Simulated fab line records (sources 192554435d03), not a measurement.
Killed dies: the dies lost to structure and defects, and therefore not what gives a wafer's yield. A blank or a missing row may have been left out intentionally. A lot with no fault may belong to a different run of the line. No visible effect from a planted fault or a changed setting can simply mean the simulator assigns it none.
fab line records	flow n5_finfet
record lots=7	wafers=21
route steps=1938 shown BEOL_M5@1123 BEOL_M6@1260 BEOL_M7@1280
start_h: hours from the record's first day to the start of the lot's first wafer shown	wait_h: hours elapsed since this lot's preceding step	" unchanged from the row above	L1.1+2: a single row standing in for several wafers	- value missing, or start not given	* or withheld: withheld	< > ~ a bound
route shown NAME@n: NAME is a module with steps in the file, n the number in the route of the first one	usual: the fault-free wafers' mean and standard deviation	same: alike in all rows	chamber/n: place in a boat	sites: per-site readings	_std_site: the values' standard deviation	_edge_site: outer sites' mean less inner sites'	radius_mm: for every site, how far away it sits from the centre of the wafer	mask NAME#n: copy n	behind: the tool/chamber that last shaped the wafer	hold: the reason the lot was held/the length of the hold in hours/how it ended	device: the transistor (n, p or np) that didn't switch	end of line: the route-end tests of the same wafers	where a step has no rows: the recipe by itself	killed: count of dies lost to structure and defects at first sort (not the wafer's yield)	map: a wafer's dies, marking killed ones x, the rest . and places with no die _
set.NAME: the run value of the setting; set.NAME@STEP: its run value at that earlier step	model.NAME: the simulator's own value behind a step, which no gauge read
lots run with intentionally changed settings; tables by step, rows by wafer
## steps
# step N5_BEOL_M5_EXPOSE_08
# recipe mask_id=M5	na=0.33	source_shape=annular	sigma_inner=0.4	sigma_outer=0.8	polarization=unpolarized	target_cd_nm=28	dose_mj=35.75
lot.wafer	tool	chamber	start_h	wait_h	mask	set.dose_mj
L075.1+4	euv_scanner-02	0	175.94	-	M5#0	37.7
L075.6	"	0	"	"	M5#0	35.75
L076.1+4	euv_scanner-01	0	194.69	-	M5#0	35.75
L076.6	"	0	"	"	M5#0	34.15
L078.1+2+6	euv_scanner-01	0	208.39	-	M5#0	35.75
L085.1+4+5	euv_scanner-01	0	234.55	-	M5#0	35.75
L089.3+5+6	euv_scanner-02	0	257.43	-	M5#0	38.26
L093.4+5+6	euv_scanner-02	0	291.63	-	M5#0	35.75
L097.3+6	euv_scanner-01	0	319.54	-	M5#0	35.75
L097.5	"	0	"	"	M5#0	36.69
# step N5_BEOL_M5_PEB_09
# recipe peb_temp_c=100	peb_time_s=60	resist=CAR-EUV
# step N5_BEOL_M5_DEVELOP_10
# recipe develop_time_s=30	developer=TMAH	resist=CAR-EUV	rinse_liquid=surfactant_rinse	dry=air_spin	dev_temp_c=23
# step N5_BEOL_M5_CD_MEAS_11
# recipe target_cd_nm=27.74	landing_energy_ev=500	detector=se_inlens
# usual cd_nm=27.89/0.27
lot.wafer	tool	chamber	start_h	wait_h	set.dose_mj@BEOL_M5_EXPOSE_08	cd_nm
L075.1	cd_sem-01	0	176.07	-	37.7	29.10
L075.4	"	0	"	"	37.7	28.81
L075.6	"	0	"	"	35.75	27.36
L076.1	cd_sem-01	0	194.82	-	35.75	28.09
L076.4	"	0	"	"	35.75	27.81
L076.6	"	0	"	"	34.15	26.56
L078.1	cd_sem-02	0	208.52	-	35.75	28.08
L078.2	"	0	"	"	35.75	28.22
L078.6	"	0	"	"	35.75	27.92
L085.1	cd_sem-03	0	234.68	-	35.75	27.80
L085.4	"	0	"	"	35.75	27.59
L085.5	"	0	"	"	35.75	27.30
L089.3	cd_sem-03	0	257.55	-	38.26	29.36
L089.5	"	0	"	"	38.26	29.26
L089.6	"	0	"	"	38.26	29.27
L093.4	cd_sem-03	0	291.74	-	35.75	27.74
L093.5	"	0	"	"	35.75	27.55
L093.6	"	0	"	"	35.75	27.81
L097.3	cd_sem-01	0	319.65	-	35.75	27.96
L097.5	"	0	"	"	36.69	28.79
L097.6	"	0	"	"	35.75	28.14
# step N5_BEOL_M5_DESCUM_16
# recipe chemistry=O2	time_s=7	source_power_w=50	bias_power_w=20	pressure_mtorr=20	rf_frequency_hz=2.712e+07	temp_c=40	resist=CAR-EUV	o2_flow_sccm=225
lot.wafer	tool	chamber	start_h	wait_h	set.dose_mj@BEOL_M5_EXPOSE_08	model.BEOL_M5.cd_nm
L075.1	rie_diel-02	0	176.30	0.1	37.7	29
L075.4	"	2	"	"	37.7	29.2
L075.6	"	0	"	"	35.75	28
L076.1	rie_diel-03	3	194.94	0.0	35.75	28
L076.4	"	0	"	"	35.75	28.2
L076.6	"	3	"	"	34.15	27
L078.1+2	rie_diel-03	2,3	208.64	0.0	35.75	28.2
L078.6	"	1	"	"	35.75	28
L085.1	rie_diel-04	0	234.80	0.0	35.75	28
L085.4	"	2	"	"	35.75	27.8
L085.5	"	2	"	"	35.75	27.6
L089.3+6	rie_diel-04	2	257.67	0.0	38.26	29.2
L089.5	"	3	"	"	38.26	29.4
L093.4+5+6	rie_diel-02	1,1,2	291.86	0.0	35.75	27.8
L097.3+6	rie_diel-02	1	320.06	0.3	35.75	28.2
L097.5	"	0	"	"	36.69	28.8
# step N5_BEOL_M5_ETCH_72
# recipe chemistry=N2/H2	target=underlayer	target_depth_a=65	mask_material=CAR-EUV	time_s=5.2	ion_energy_ev=200	pressure_mtorr=30	source_w=840	bias_w=150	n2_flow_sccm=200	h2_flow_sccm=200	ends=cleared
lot.wafer	tool	chamber	start_h	wait_h	set.dose_mj@BEOL_M5_EXPOSE_08	model.BEOL_M5.cd_nm
L075.1	rie_diel-02	0	176.33	0.0	37.7	29
L075.4	"	2	"	"	37.7	29.2
L075.6	"	0	"	"	35.75	28
L076.1+4	rie_diel-03	3,0	194.97	0.0	35.75	28.2
L076.6	"	3	"	"	34.15	27
L078.1+2	rie_diel-03	2,3	208.67	0.0	35.75	28.2
L078.6	"	1	"	"	35.75	28
L085.1+4	rie_diel-04	0,2	234.83	0.0	35.75	27.8
L085.5	"	2	"	"	35.75	27.6
L089.3+6	rie_diel-04	2	257.70	0.0	38.26	29.2
L089.5	"	3	"	"	38.26	29.4
L093.4+6	rie_diel-02	1,2	291.89	0.0	35.75	27.8
L093.5	"	1	"	"	35.75	27.6
L097.3+6	rie_diel-02	1	320.09	0.0	35.75	28.2
L097.5	"	0	"	"	36.69	29
# step N5_BEOL_M5_ETCH_61
# recipe chemistry=CF4	target=SiARC	target_depth_a=156	mask_material=CAR-EUV	time_s=26	ion_energy_ev=80	pressure_mtorr=40	source_w=545	bias_w=36	Ar_flow_sccm=100	cf4_flow_sccm=100	ends=cleared
lot.wafer	tool	chamber	start_h	wait_h	set.dose_mj@BEOL_M5_EXPOSE_08	model.BEOL_M5.cd_nm
L075.1	rie_diel-02	0	176.35	0.0	37.7	29
L075.4	"	2	"	"	37.7	29.2
L075.6	"	0	"	"	35.75	27.8
L076.1+4	rie_diel-03	3,0	194.99	0.0	35.75	28.2
L076.6	"	3	"	"	34.15	27
L078.1	rie_diel-03	2	208.69	0.0	35.75	28.4
L078.2+6	"	3,1	"	"	35.75	28.2
L085.1	rie_diel-04	0	234.85	0.0	35.75	27.8
L085.4	"	2	"	"	35.75	27.6
L085.5	"	2	"	"	35.75	27.4
L089.3	rie_diel-04	2	257.72	0.0	38.26	29.2
L089.5	"	3	"	"	38.26	29.4
L089.6	"	2	"	"	38.26	29
L093.4+5	rie_diel-02	1	291.91	0.0	35.75	27.6
L093.6	"	2	"	"	35.75	27.8
L097.3+6	rie_diel-02	1	320.11	0.0	35.75	28.2
L097.5	"	0	"	"	36.69	29
# step N5_BEOL_M5_ETCH_62
# recipe chemistry=N2/H2	target=SOC	target_depth_a=750	overetch_a=150	mask_material=SiARC	temp_c=40	time_s=112.5	ion_energy_ev=200	pressure_mtorr=30	source_w=840	bias_w=150	n2_flow_sccm=200	h2_flow_sccm=200
lot.wafer	tool	chamber	start_h	wait_h	set.spin_rpm@BEOL_M5_COAT_59	set.dose_mj@BEOL_M5_EXPOSE_08	model.etch.depth_nm	model.BEOL_M5.cd_nm
L075.1	rie_diel-02	0	176.38	0.0	1336	37.7	63.48	29
L075.4	"	2	"	"	1500	37.7	59.98	29.2
L075.6	"	0	"	"	1500	35.75	59.88	27.6
L076.1	rie_diel-03	3	195.02	0.0	1352	35.75	63.25	28.2
L076.4	"	0	"	"	1500	35.75	60.05	28
L076.6	"	3	"	"	1500	34.15	60.12	27
L078.1	rie_diel-03	2	208.72	0.0	1500	35.75	60.19	28.6
L078.2	"	3	"	"	1333	35.75	63.77	28.2
L078.6	"	1	"	"	1333	35.75	63.79	28.2
L085.1	rie_diel-04	0	234.88	0.0	1500	35.75	60.11	27.8
L085.4	"	2	"	"	1500	35.75	60.08	27.6
L085.5	"	2	"	"	1500	35.75	60	27.4
L089.3	rie_diel-04	2	257.75	0.0	1500	38.26	60.03	29
L089.5	"	3	"	"	1500	38.26	59.71	29.8
L089.6	"	2	"	"	1500	38.26	59.92	29
L093.4	rie_diel-02	1	291.94	0.0	1500	35.75	59.85	27.8
L093.5	"	1	"	"	1500	35.75	59.81	27.8
L093.6	"	2	"	"	1500	35.75	59.86	27.8
L097.3	rie_diel-02	1	320.14	0.0	1500	35.75	60	28.2
L097.5	"	0	"	"	1590	36.69	58.32	29.2
L097.6	"	1	"	"	1500	35.75	59.94	28.4
# step N5_BEOL_M5_STRIP_63
# recipe chemistry=N2/H2	temp_c=40	n2_flow_sccm=200	h2_flow_sccm=200	rf_frequency_hz=6e+07
# step N5_BEOL_M5_STRIP_73
# recipe chemistry=N2/H2	temp_c=40	n2_flow_sccm=200	h2_flow_sccm=200	rf_frequency_hz=6e+07
# step N5_BEOL_M5_DESCUM_33
# recipe chemistry=O2	time_s=7	source_power_w=50	bias_power_w=20	pressure_mtorr=20	rf_frequency_hz=2.712e+07	temp_c=40	resist=CAR-EUV	o2_flow_sccm=225
# step N5_BEOL_M5_ETCH_75
# recipe chemistry=N2/H2	target=underlayer	target_depth_a=65	mask_material=CAR-EUV	time_s=5.2	ion_energy_ev=200	pressure_mtorr=30	source_w=840	bias_w=150	n2_flow_sccm=200	h2_flow_sccm=200	ends=cleared
lot.wafer	tool	chamber	start_h	wait_h	set.dose_mj@BEOL_M5_EXPOSE_08	model.BEOL_M5.cd_nm
L075.1	rie_diel-03	3	178.68	0.0	37.7	29.4
L075.4	"	3	"	"	37.7	29.8
L075.6	"	0	"	"	35.75	27.8
L076.1+4	rie_diel-02	1,2	195.86	0.0	35.75	28.4
L076.6	"	2	"	"	34.15	27.2
L078.1	rie_diel-04	1	211.12	0.0	35.75	28.6
L078.2	"	0	"	"	35.75	28.2
L078.6	"	0	"	"	35.75	28.4
L085.1	rie_diel-03	2	236.59	0.0	35.75	27.6
L085.4	"	2	"	"	35.75	27.2
L085.5	"	1	"	"	35.75	27.4
L089.3	rie_diel-03	0	261.79	0.0	38.26	29.6
L089.5	"	0	"	"	38.26	30.2
L089.6	"	1	"	"	38.26	29.2
L093.4+5	rie_diel-04	0,2	294.00	0.0	35.75	28
L093.6	"	3	"	"	35.75	27.8
L097.3	rie_diel-02	3	321.16	0.0	35.75	28
L097.5	"	1	"	"	36.69	29.6
L097.6	"	0	"	"	35.75	28.2
# step N5_BEOL_M5_ETCH_67
# recipe chemistry=CF4	target=SiARC	target_depth_a=156	mask_material=CAR-EUV	time_s=26	ion_energy_ev=80	pressure_mtorr=40	source_w=545	bias_w=36	Ar_flow_sccm=100	cf4_flow_sccm=100	ends=cleared
lot.wafer	tool	chamber	start_h	wait_h	set.dose_mj@BEOL_M5_EXPOSE_08	model.BEOL_M5.cd_nm
L075.1	rie_diel-03	3	178.69	0.0	37.7	29.4
L075.4	"	3	"	"	37.7	29.8
L075.6	"	0	"	"	35.75	27.8
L076.1+4	rie_diel-02	1,2	195.88	0.0	35.75	28.6
L076.6	"	2	"	"	34.15	27.2
L078.1+6	rie_diel-04	1,0	211.14	0.0	35.75	28.6
L078.2	"	0	"	"	35.75	28.4
L085.1	rie_diel-03	2	236.61	0.0	35.75	27.8
L085.4	"	2	"	"	35.75	27.2
L085.5	"	1	"	"	35.75	27.4
L089.3	rie_diel-03	0	261.80	0.0	38.26	29.4
L089.5	"	0	"	"	38.26	30.2
L089.6	"	1	"	"	38.26	29.2
L093.4	rie_diel-04	0	294.02	0.0	35.75	28
L093.5	"	2	"	"	35.75	28.2
L093.6	"	3	"	"	35.75	27.8
L097.3	rie_diel-02	3	321.17	0.0	35.75	28
L097.5	"	1	"	"	36.69	29.6
L097.6	"	0	"	"	35.75	28.2
# step N5_BEOL_M5_ETCH_68
# recipe chemistry=N2/H2	target=SOC	target_depth_a=800	overetch_a=160	mask_material=SiARC	temp_c=40	time_s=120	ion_energy_ev=200	pressure_mtorr=30	source_w=840	bias_w=150	n2_flow_sccm=200	h2_flow_sccm=200
lot.wafer	tool	chamber	start_h	wait_h	set.dose_mj@BEOL_M5_EXPOSE_08	model.BEOL_M5.cd_nm
L075.1	rie_diel-03	3	178.72	0.0	37.7	29.6
L075.4	"	3	"	"	37.7	30
L075.6	"	0	"	"	35.75	27.8
L076.1	rie_diel-02	1	195.91	0.0	35.75	28.6
L076.4	"	2	"	"	35.75	28.8
L076.6	"	2	"	"	34.15	27.4
L078.1+6	rie_diel-04	1,0	211.16	0.0	35.75	28.6
L078.2	"	0	"	"	35.75	28.2
L085.1+5	rie_diel-03	2,1	236.64	0.0	35.75	27.6
L085.4	"	2	"	"	35.75	27.2
L089.3	rie_diel-03	0	261.83	0.0	38.26	29.4
L089.5	"	0	"	"	38.26	30
L089.6	"	1	"	"	38.26	29.2
L093.4+5	rie_diel-04	0,2	294.04	0.0	35.75	28.2
L093.6	"	3	"	"	35.75	28
L097.3	rie_diel-02	3	321.20	0.0	35.75	28.4
L097.5	"	1	"	"	36.69	29.8
L097.6	"	0	"	"	35.75	28.2
# step N5_BEOL_M5_STRIP_69
# recipe chemistry=N2/H2	temp_c=40	n2_flow_sccm=200	h2_flow_sccm=200	rf_frequency_hz=6e+07
# step N5_BEOL_M5_STRIP_76
# recipe chemistry=N2/H2	temp_c=40	n2_flow_sccm=200	h2_flow_sccm=200	rf_frequency_hz=6e+07
# step N5_BEOL_M5_STRIP_85
# recipe chemistry=C4F6/O2	resist=SiARC	rf_frequency_hz=6e+07
# step N5_BEOL_M5_STRIP_36
# recipe chemistry=N2/H2	power_w=450	temp_c=40	pressure_mtorr=20	rf_frequency_hz=6e+07	overash_fraction=0.3	bias_power_w=7	h2_frac=0.5	n2_flow_sccm=200	h2_flow_sccm=200
# step N5_BEOL_M5_TRENCH_ETCH_37
# recipe chemistry=C4F6/O2	target_depth_a=716.52	target=SiCOH_lowk	time_s=24.7	ion_energy_ev=250	pressure_mtorr=30	source_w=345	bias_w=185	Ar_flow_sccm=300	C4F6_flow_sccm=10	O2_flow_sccm=10
lot.wafer	tool	chamber	start_h	wait_h	set.dose_mj@BEOL_M5_EXPOSE_08	model.BEOL_M5.cd_nm
L075.1	rie_diel-03	3	-	-	37.7	29.2
L075.4	"	3	"	"	37.7	29.4
L075.6	"	0	"	"	35.75	27.6
L076.1	rie_diel-02	1	-	-	35.75	28.2
L076.4	"	2	"	"	35.75	28
L076.6	"	2	"	"	34.15	27
L078.1+6	rie_diel-04	1,0	-	-	35.75	28.4
L078.2	"	0	"	"	35.75	28.2
L085.1	rie_diel-03	2	-	-	35.75	27.8
L085.4	"	2	"	"	35.75	27.6
L085.5	"	1	"	"	35.75	27.2
L089.3	rie_diel-03	0	-	-	38.26	29
L089.5	"	0	"	"	38.26	29.8
L089.6	"	1	"	"	38.26	28.8
L093.4+5	rie_diel-04	0,2	-	-	35.75	27.8
L093.6	"	3	"	"	35.75	27.6
L097.3	rie_diel-02	3	-	-	35.75	28.2
L097.5	"	1	"	"	36.69	29.4
L097.6	"	0	"	"	35.75	28
# step N5_BEOL_M5_ETCH_41
# recipe chemistry=CH3F/O2	target=SiCN	target_depth_a=315	taper_deg=2	time_s=56.7	ion_energy_ev=120	mask_material=TiN	pressure_mtorr=30	source_w=395	bias_w=75	Ar_flow_sccm=150	CH3F_flow_sccm=30	O2_flow_sccm=20
lot.wafer	tool	chamber	start_h	wait_h	set.dose_mj@BEOL_M5_EXPOSE_08	model.BEOL_M5.cd_nm
L075.1	rie_diel-03	3	-	-	37.7	29.2
L075.4	"	3	"	"	37.7	29.4
L075.6	"	0	"	"	35.75	27.6
L076.1+4	rie_diel-02	1,2	-	-	35.75	28
L076.6	"	2	"	"	34.15	27
L078.1+6	rie_diel-04	1,0	-	-	35.75	28.4
L078.2	"	0	"	"	35.75	28.2
L085.1+4	rie_diel-03	2	-	-	35.75	27.6
L085.5	"	1	"	"	35.75	27.2
L089.3	rie_diel-03	0	-	-	38.26	29
L089.5	"	0	"	"	38.26	29.8
L089.6	"	1	"	"	38.26	28.8
L093.4+5	rie_diel-04	0,2	-	-	35.75	27.8
L093.6	"	3	"	"	35.75	27.6
L097.3	rie_diel-02	3	-	-	35.75	28.2
L097.5	"	1	"	"	36.69	29.2
L097.6	"	0	"	"	35.75	28
# step N5_BEOL_M5_STRIP_91
# recipe chemistry=N2/H2	time_s=10	power_w=450	temp_c=40	pressure_mtorr=20	rf_frequency_hz=6e+07	bias_power_w=7	n2_flow_sccm=200	h2_flow_sccm=200
# step N5_BEOL_M5_PRECLEAN_42
# recipe chemistry=residue_remover	time_s=60	temp_c=40
# step N5_BEOL_M5_SRD_43
# recipe time_s=30	temp_c=23	rinse_liquid=diw	dry=ipa_marangoni
# step N5_BEOL_M5_CD_MEAS_35
# recipe target_cd_nm=28	target_cd_y_nm=24	polarity=opening
# usual cd_nm=27.9/0.36
lot.wafer	tool	chamber	start_h	wait_h	set.dose_mj@BEOL_M5_EXPOSE_08	cd_nm
L075.1	cd_sem-03	-	179.22	0.0	37.7	29.3
L075.4	"	-	"	"	37.7	29.6
L075.6	"	-	"	"	35.75	28.0
L076.1	cd_sem-02	-	196.40	0.0	35.75	27.9
L076.4	"	-	"	"	35.75	28.3
L076.6	"	-	"	"	34.15	27.0
L078.1	cd_sem-03	-	211.66	0.0	35.75	28.4
L078.2	"	-	"	"	35.75	28.1
L078.6	"	-	"	"	35.75	28.4
L085.1	cd_sem-03	-	237.14	0.0	35.75	27.8
L085.4	"	-	"	"	35.75	27.7
L085.5	"	-	"	"	35.75	27.5
L089.3	cd_sem-01	-	262.33	0.0	38.26	29.0
L089.5	"	-	"	"	38.26	29.8
L089.6	"	-	"	"	38.26	28.8
L093.4	cd_sem-03	-	294.54	0.0	35.75	28.0
L093.5	"	-	"	"	35.75	27.5
L093.6	"	-	"	"	35.75	27.6
L097.3	cd_sem-01	-	321.79	0.0	35.75	28.1
L097.5	"	-	"	"	36.69	29.0
L097.6	"	-	"	"	35.75	27.7
# step N5_BEOL_M5_SPUTTER_48
# recipe material=Cu	target_thk_a=150	temp_c=-20	chamber_pressure_pa=0.07	power_w=withheld	time_s=27.62
lot.wafer	tool	chamber	start_h	wait_h	set.time_s	model.Cu_of_BEOL_M5_SPUTTER_48.thk_nm
L075.1	pvd_sputter-03	-	180.50	0.2	27.62	15.2
L075.4+6	"	-	"	"	24.72	-
L076.1	pvd_sputter-01	-	198.85	0.3	30.9	16.8
L076.4	"	-	"	"	27.62	15
L076.6	"	-	"	"	30.9	-
L078.1+6	pvd_sputter-01	-	212.81	0.2	23.97	12.8
L078.2	"	-	"	"	27.62	15
L085.1	pvd_sputter-02	-	239.52	1.3	27.62	15.4
L085.4	"	-	"	"	25.34	-
L085.5	"	-	"	"	27.62	15
L089.3+5	pvd_sputter-01	-	264.80	1.1	25.52	-
L089.6	"	-	"	"	27.62	15
L093.4+5	pvd_sputter-02	-	295.72	0.1	27.62	15.2
L093.6	"	-	"	"	27.62	15
L097.3+5	pvd_sputter-01	-	323.26	0.2	30.56	-
L097.6	"	-	"	"	27.62	15.2
# step N5_BEOL_M6_DEP_56
# recipe material=SiCN	target_thk_a=100	temp_c=withheld	precursor=3MS/NH3	pressure_torr=3	rf_w=202	time_s=17.5
lot.wafer	tool	chamber	start_h	wait_h	set.time_s	model.SiCN_of_BEOL_M6_DEP_56.thk_nm
L075.1	pecvd-01	2	194.71	0.0	19.58	11.2
L075.4	"	2	"	"	17.5	10.2
L075.6	"	1	"	"	19.58	11.4
L076.1	pecvd-03	1	212.03	0.0	16.35	9.4
L076.4	"	0	"	"	17.5	10.2
L076.6	"	1	"	"	17.5	10
L078.1+2	pecvd-03	2,1	227.61	0.0	17.5	10
L078.6	"	2	"	"	17.5	10.2
L085.1+5	pecvd-04	2,0	251.52	0.0	17.5	10.2
L085.4	"	1	"	"	17.5	10
L089.3	pecvd-03	0	277.31	0.0	17.5	9.8
L089.5	"	0	"	"	17.5	10
L089.6	"	1	"	"	17.5	10.2
L093.4+5	pecvd-03	0,2	306.96	0.0	17.5	10
L093.6	"	1	"	"	17.5	10.2
L097.3	pecvd-01	2	337.78	0.0	17.5	10
L097.5+6	"	1,2	"	"	16.41	9.4
# step N5_BEOL_M7_ETCH_61
# recipe chemistry=CF4	target=SiARC	target_depth_a=455	mask_material=CAR-ArF	time_s=75.8	ion_energy_ev=80	pressure_mtorr=40	source_w=545	bias_w=36	Ar_flow_sccm=100	cf4_flow_sccm=100	ends=cleared
# usual etch_rf_on_time_s=75.8/1.8	rf_vpp_V=184.4/1
lot.wafer	tool	chamber	start_h	wait_h	set.source_w	etch_rf_on_time_s	rf_vpp_V
L075.1	rie_diel-03	2	196.86	0.0	499.6	84.2	188.7
L075.4	"	1	"	"	545	76.7	184.1
L075.6	"	2	"	"	499.6	84.1	190.9
L076.1	rie_diel-03	1	214.00	0.0	571.5	73.8	180.9
L076.4	"	2	"	"	571.5	75.9	180.6
L076.6	"	2	"	"	545	78.7	182.6
L078.1	rie_diel-03	2	229.03	0.0	545	78.1	185.8
L078.2	"	1	"	"	545	76.4	184.5
L078.6	"	3	"	"	493.1	82.1	192.0
L085.1	rie_diel-03	2	254.95	0.0	618.1	69.1	176.8
L085.4	"	3	"	"	618.1	67.5	177.8
L085.5	"	0	"	"	545	77.9	182.6
L089.3	rie_diel-04	0	279.43	0.0	545	77.0	183.8
L089.5	"	1	"	"	596.1	72.0	178.1
L089.6	"	2	"	"	596.1	70.6	178.8
L093.4	rie_diel-03	2	310.07	0.0	545	79.1	183.4
L093.5	"	2	"	"	545	77.6	184.1
L093.6	"	3	"	"	545	75.2	184.0
L097.3	rie_diel-02	1	340.25	0.0	545	72.9	183.1
L097.5	"	1	"	"	545	73.4	183.6
L097.6	"	2	"	"	545	74.6	183.5
## key
split step=N5_BEOL_M5_EXPOSE_08	setting=dose_mj	stated=35.75	by=wafer
response step=N5_BEOL_M5_CD_MEAS_11	reading=cd_nm	change=+0.297	per=1%	r=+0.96
response step=N5_BEOL_M5_DESCUM_16	reading=model.BEOL_M5.cd_nm	change=+0.22	per=1%	r=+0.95
response step=N5_BEOL_M5_ETCH_72	reading=model.BEOL_M5.cd_nm	change=+0.238	per=1%	r=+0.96
response step=N5_BEOL_M5_ETCH_61	reading=model.BEOL_M5.cd_nm	change=+0.257	per=1%	r=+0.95
response step=N5_BEOL_M5_ETCH_62	reading=model.BEOL_M5.cd_nm	change=+0.273	per=1%	r=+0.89
response step=N5_BEOL_M5_ETCH_75	reading=model.BEOL_M5.cd_nm	change=+0.337	per=1%	r=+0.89
response step=N5_BEOL_M5_ETCH_67	reading=model.BEOL_M5.cd_nm	change=+0.353	per=1%	r=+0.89
response step=N5_BEOL_M5_ETCH_68	reading=model.BEOL_M5.cd_nm	change=+0.365	per=1%	r=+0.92
split step=N5_BEOL_M5_SPUTTER_48	setting=time_s	stated=27.62	by=wafer
response step=N5_BEOL_M5_SPUTTER_48	reading=model.Cu_of_BEOL_M5_SPUTTER_48.thk_nm	change=+0.161	per=1%	r=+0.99
split step=N5_BEOL_M6_DEP_56	setting=time_s	stated=17.5	by=wafer
response step=N5_BEOL_M6_DEP_56	reading=model.SiCN_of_BEOL_M6_DEP_56.thk_nm	change=+0.0959	per=1%	r=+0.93
split step=N5_BEOL_M7_ETCH_61	setting=source_w	stated=545	by=wafer
response step=N5_BEOL_M7_ETCH_61	reading=etch_rf_on_time_s	change=*	per=1%	r=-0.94
response step=N5_BEOL_M7_ETCH_61	reading=rf_vpp_V	change=-0.54	per=1%	r=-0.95
split outside_this_file step=N5_BEOL_M5_COAT_59 setting=spin_rpm
# split outside_this_file: this setting was split too, and the file shows its column; the key of that split is in another file
